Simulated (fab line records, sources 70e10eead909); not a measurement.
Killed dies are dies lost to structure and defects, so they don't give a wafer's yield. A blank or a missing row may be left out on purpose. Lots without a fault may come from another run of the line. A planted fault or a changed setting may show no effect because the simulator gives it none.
Which tool did it? | flow nand_harc | 24 lots, 72 wafers sampled, at 5 steps of a route of 1302

WHAT THE GAUGES READ, wafer by wafer
NHARC_P_M2_THK_MEAS_24: measures by xrf.
lot  | measured     | on            | thk_nm (nm)
L074 | day 6 14:30  | film_metro-01 | 144.1 143.9 144.4
L075 | day 6 22:40  | film_metro-01 | 144.8 146.0 146.1
L076 | day 7 13:48  | film_metro-02 | 145.5 144.7 146.5
L077 | day 7 14:55  | film_metro-01 | 143.7 144.8 143.9
L078 | day 8 07:13  | film_metro-01 | 142.9 144.6 143.2
L079 | day 8 21:01  | film_metro-02 | 144.4 144.3 147.8
L080 | day 9 10:44  | film_metro-01 | 144.1 146.1 145.3
L081 | day 9 17:52  | film_metro-02 | 141.5 143.5 144.9
L082 | day 10 00:24 | film_metro-02 | 145.8 142.8 144.7
L083 | day 10 11:04 | film_metro-02 | 143.1 146.0 141.9
L084 | day 10 19:50 | film_metro-02 | 145.3 143.8 143.6
L085 | day 10 20:34 | film_metro-02 | 146.2 145.7 147.0
L086 | day 11 20:56 | film_metro-01 | 144.7 145.6 145.8
L087 | day 12 00:10 | film_metro-01 | 143.7 144.1 144.8
L088 | day 12 12:06 | film_metro-02 | 144.1 143.1 145.6
L089 | day 12 13:23 | film_metro-02 | 143.9 145.0 146.8
L090 | day 13 06:40 | film_metro-01 | 143.4 144.0 146.1
L091 | day 13 15:20 | film_metro-01 | 141.3 143.0 146.0
L092 | day 14 06:44 | film_metro-01 | 145.8 142.2 143.0
L093 | day 14 07:53 | film_metro-01 | 143.9 144.0 143.8
L094 | day 14 21:36 | film_metro-01 | 144.2 143.9 146.3
L095 | day 15 14:37 | film_metro-02 | 143.9 145.9 145.4
L096 | day 15 17:22 | film_metro-02 | 144.6 143.6 146.4
L097 | day 16 08:16 | film_metro-01 | 142.1 145.5 142.9

NHARC_P_BONDPAD_THK_MEAS_33: measures by ellipsometry.
lot  | measured     | on            | thk_nm (nm)
L074 | day 6 15:51  | film_metro-02 | 199.4 198.1 198.6
L075 | day 7 00:04  | film_metro-02 | 199.8 199.4 200.1
L076 | day 7 15:11  | film_metro-01 | 201.2 200.2 199.6
L077 | day 7 16:17  | film_metro-01 | 200.4 200.0 199.7
L078 | day 8 08:35  | film_metro-01 | 200.6 200.1 201.9
L079 | day 8 22:26  | film_metro-02 | 199.2 199.6 196.6
L080 | day 9 12:08  | film_metro-02 | 198.8 199.4 197.6
L081 | day 9 19:15  | film_metro-02 | 199.5 200.3 200.4
L082 | day 10 02:00 | film_metro-02 | 200.7 200.4 199.3
L083 | day 10 12:26 | film_metro-02 | 199.7 200.6 197.5
L084 | day 10 21:12 | film_metro-02 | 198.0 199.9 198.9
L085 | day 10 21:55 | film_metro-02 | 199.1 202.1 200.1
L086 | day 11 22:18 | film_metro-02 | 198.3 199.1 197.1
L087 | day 12 01:32 | film_metro-01 | 201.8 198.3 199.5
L088 | day 12 13:27 | film_metro-01 | 199.5 198.7 200.2
L089 | day 12 14:44 | film_metro-01 | 201.3 203.0 201.2
L090 | day 13 08:04 | film_metro-02 | 201.8 201.6 199.4
L091 | day 13 16:49 | film_metro-02 | 199.2 201.1 198.9
L092 | day 14 08:07 | film_metro-01 | 203.7 200.6 202.5
L093 | day 14 09:14 | film_metro-01 | 201.6 201.4 199.2
L094 | day 14 22:58 | film_metro-02 | 199.8 199.5 201.3
L095 | day 15 16:01 | film_metro-02 | 201.3 202.2 203.1
L096 | day 15 18:56 | film_metro-02 | 202.6 202.4 202.6
L097 | day 16 09:50 | film_metro-02 | 200.4 202.3 203.3

NHARC_P_BONDPAD_OVL_MEAS_38.
lot  | measured     | on         | overlay_x_nm (nm) | overlay_y_nm (nm)
L074 | day 6 16:30  | overlay-01 | -3 -3 -3          | 5 4 4
L075 | day 7 00:43  | overlay-01 | -2 -3 -2          | -5 -5 -5
L076 | day 7 15:51  | overlay-01 | 0 -1 0            | -6 -6 -6
L077 | day 7 16:56  | overlay-02 | -10 -10 -10       | 4 3 4
L078 | day 8 09:14  | overlay-01 | 0 0 0             | -7 -7 -7
L079 | day 8 22:58  | overlay-01 | -2 -2 -2          | -10 -9 -9
L080 | day 9 12:47  | overlay-02 | 0 0 0             | 2 2 2
L081 | day 9 19:55  | overlay-02 | 0 0 0             | 0 0 0
L082 | day 10 02:40 | overlay-02 | -4 -4 -4          | 12 11 11
L083 | day 10 12:58 | overlay-01 | -9 -9 -9          | -8 -8 -8
L084 | day 10 21:51 | overlay-02 | 0 0 0             | 14 13 14
L085 | day 10 22:34 | overlay-02 | -11 -10 -10       | -8 -8 -8
L086 | day 11 22:58 | overlay-02 | 14 13 14          | -2 -2 -3
L087 | day 12 02:04 | overlay-02 | -6 -6 -6          | 0 0 0
L088 | day 12 13:59 | overlay-01 | 13 13 14          | 6 7 6
L089 | day 12 15:23 | overlay-02 | 1 1 1             | 2 2 1
L090 | day 13 08:43 | overlay-01 | 4 4 4             | 0 1 0
L091 | day 13 17:28 | overlay-01 | 0 0 1             | -19 -19 -19
L092 | day 14 08:47 | overlay-01 | 10 10 10          | -8 -8 -8
L093 | day 14 09:46 | overlay-01 | 1 1 1             | -3 -3 -2
L094 | day 14 23:37 | overlay-01 | 4 3 3             | 2 2 2
L095 | day 15 16:32 | overlay-02 | 2 2 2             | 8 8 8
L096 | day 15 19:28 | overlay-02 | -12 -12 -12       | 7 8 7
L097 | day 16 10:22 | overlay-01 | 14 12 13          | -5 -5 -5

NHARC_P_BONDPAD_INSPECT_23.
lot  | measured     | on                | raw_defect_count
L074 | day 6 19:13  | defect_inspect-01 | 252 246 228
L075 | day 7 03:23  | defect_inspect-01 | 317 354 386
L076 | day 7 18:31  | defect_inspect-01 | 335 453 504
L077 | day 7 19:37  | defect_inspect-01 | 243 406 727
L078 | day 8 11:58  | defect_inspect-01 | 326 183 152
L079 | day 9 01:38  | defect_inspect-01 | 478 421 248
L080 | day 9 15:29  | defect_inspect-02 | 466 294 245
L081 | day 9 22:35  | defect_inspect-01 | 334 233 509
L082 | day 10 05:21 | defect_inspect-01 | 291 630 786
L083 | day 10 15:43 | defect_inspect-01 | 335 286 308
L084 | day 11 00:38 | defect_inspect-02 | 517 264 362
L085 | day 11 01:19 | defect_inspect-02 | 308 308 219
L086 | day 12 01:38 | defect_inspect-02 | 214 224 226
L087 | day 12 04:46 | defect_inspect-01 | 321 438 478
L088 | day 12 16:39 | defect_inspect-01 | 259 690 253
L089 | day 12 18:04 | defect_inspect-01 | 227 249 246
L090 | day 13 11:30 | defect_inspect-02 | 248 212 151
L091 | day 13 20:14 | defect_inspect-02 | 323 309 414
L092 | day 14 11:28 | defect_inspect-01 | 392 295 416
L093 | day 14 12:29 | defect_inspect-02 | 263 190 219
L094 | day 15 02:25 | defect_inspect-02 | 257 317 207
L095 | day 15 19:16 | defect_inspect-01 | 408 281 349
L096 | day 15 22:13 | defect_inspect-01 | 371 447 479
L097 | day 16 13:13 | defect_inspect-02 | 276 259 230

WHICH TOOL RAN EACH LOT (tool, then ch and the chambers of the sampled wafers, then the start)
lot  | NHARC_P_BONDPAD_DEP_00
L074 | pecvd-04 ch 1,2, day 6 15:51 or earlier
L075 | pecvd-01 ch 1,2, day 6 23:28
L076 | pecvd-01 ch 0,1,2, day 7 14:34
L077 | pecvd-04 ch 1,2, day 7 15:38
L078 | pecvd-01 ch 0,1,2, day 8 07:58
L079 | pecvd-01 ch 1,2, day 8 21:46
L080 | pecvd-04 ch 1,2, day 9 11:28
L081 | pecvd-01 ch 0,2, day 9 19:15 or earlier
L082 | pecvd-02 ch 0,1, day 10 01:23
L083 | pecvd-01 ch 0,1, day 10 11:47
L084 | pecvd-01 ch 0,1,2, day 10 21:12 or earlier
L085 | pecvd-04 ch 0,1,2, day 10 21:55 or earlier
L086 | pecvd-04 ch 0,1, day 11 21:39
L087 | pecvd-02 ch 0,2, day 12 00:53
L088 | pecvd-02 ch 0,1, day 12 13:27 or earlier
L089 | pecvd-01 ch 0,1,2, day 12 14:44 or earlier
L090 | pecvd-02 ch 0,2, day 13 07:24
L091 | pecvd-01 ch 0,1,2, day 13 16:15
L092 | pecvd-02 ch 0,1,2, day 14 07:27
L093 | pecvd-04 ch 0,1,2, day 14 08:34
L094 | pecvd-02 ch 0,1, day 14 22:22
L095 | pecvd-02 ch 0,2, day 15 15:21
L096 | pecvd-04 ch 0,1, day 15 18:17
L097 | pecvd-04 ch 0,2, day 16 09:50 or earlier
- NHARC_P_BONDPAD_DEP_00: deposits SiCN, target thk 250 nm.

WHAT THE TOOLS THEMSELVES READ (means of the sampled wafers that have a number; where no wafer has one, the mark that the record gives instead)
NHARC_P_BONDPAD_DEP_00.
lot  | tool     | heater_power_w (W)
L074 | pecvd-04 | 465
L075 | pecvd-01 | 488
L076 | pecvd-01 | 567
L077 | pecvd-04 | 510
L078 | pecvd-01 | 547
L079 | pecvd-01 | 483
L080 | pecvd-04 | 547
L081 | pecvd-01 | 605
L082 | pecvd-02 | 614
L083 | pecvd-01 | 554
L084 | pecvd-01 | 536
L085 | pecvd-04 | 525
L086 | pecvd-04 | 577
L087 | pecvd-02 | 599
L088 | pecvd-02 | 597
L089 | pecvd-01 | 506
L090 | pecvd-02 | 590
L091 | pecvd-01 | 570
L092 | pecvd-02 | 556
L093 | pecvd-04 | 511
L094 | pecvd-02 | 600
L095 | pecvd-02 | 654
L096 | pecvd-04 | 555
L097 | pecvd-04 | 499

THE ANSWER, worked out from the rows above alone
Rule: what is usual is taken from the lots themselves. Put in order of their means at a reading, lots are off if they are a third of the lots or fewer, leave a main group of 4 or more, and stand apart from it by a gap of 3 or more times the standard deviation of the main group's means; of several such gaps the widest counts. A main group whose means are all the same, to the digits that the tables above print for the reading, isn't used. A lot without any number at a reading at which 4 lots or more have one is off too. The other lots that the step has rows for count as sound. The gauges are gone through in route order, then the tools' own readings, and for those a lot's mean is taken as printed above. The first step at which some lot is off is used, and at that step the reading that is off furthest; a lot without a number counts as furthest.
No lot is off at any reading shown: from this, nothing can be told.

WHAT THE SIMULATOR HAD PUT IN
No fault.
